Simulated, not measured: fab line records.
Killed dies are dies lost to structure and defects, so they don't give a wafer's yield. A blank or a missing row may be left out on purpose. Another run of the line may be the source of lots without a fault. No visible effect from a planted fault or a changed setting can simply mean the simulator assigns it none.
Matching of chambers -- flow n5-finfet -- rie-si-06 running N5_PMOS_HMC_CHANNEL_EPI_ETCH_38: 4 sister chambers
The step etches SiO2 in CF4, target depth 1.5 nm. 8 wafers are shown with their chamber, then 8 later ones without.

## WAFERS, EACH WITH ITS CHAMBER
wafer,chamber,throttle-valve-pct (%),drypump-motor-current-A (A)
L078.4,3,21.65,5.7
L080.2,0,21.60,6.0
L080.4,2,21.51,6.1
L080.5,1,21.43,6.0
L082.1,0,21.60,6.1
L082.2,1,21.43,6.0
L082.3,2,21.51,6.2
L082.4,3,21.66,5.7

## WAFERS WITH NO CHAMBER GIVEN
wafer,throttle-valve-pct (%),drypump-motor-current-A (A)
L082.5,21.60,6.1
L082.6,21.43,6.0
L089.1,21.65,5.7
L089.2,21.43,6.0
L089.5,21.53,6.1
L096.1,21.64,5.7
L096.5,21.51,6.1
L096.6,21.66,5.7

## CHAMBER TAKEN BY EACH
wafer,from the rows above,in truth
L082.5,0,0
L082.6,1,1
L089.1,3,3
L089.2,1,1
L089.5,2,2
L096.1,3,3
L096.5,2,2
L096.6,3,3
Correctly placed: 8 of 8. From these rows, 0 cannot be placed. Number placed wrongly: 0.
How it was worked out, from the rows above alone: a wafer's distance from a chamber is the root of the sum, over the readings, of the square of ((its reading less the chamber's mean) divided by the reading's scatter). If the next closest chamber is less than 2 further off than the closest, the wafer can't be placed; otherwise it belongs to the closest. Each chamber's mean is taken over the wafers shown for it. How the scatter is found: for the shown wafers, subtract from each reading the mean of its chamber, square and add these, divide the total by (wafers less chambers), then take the root.
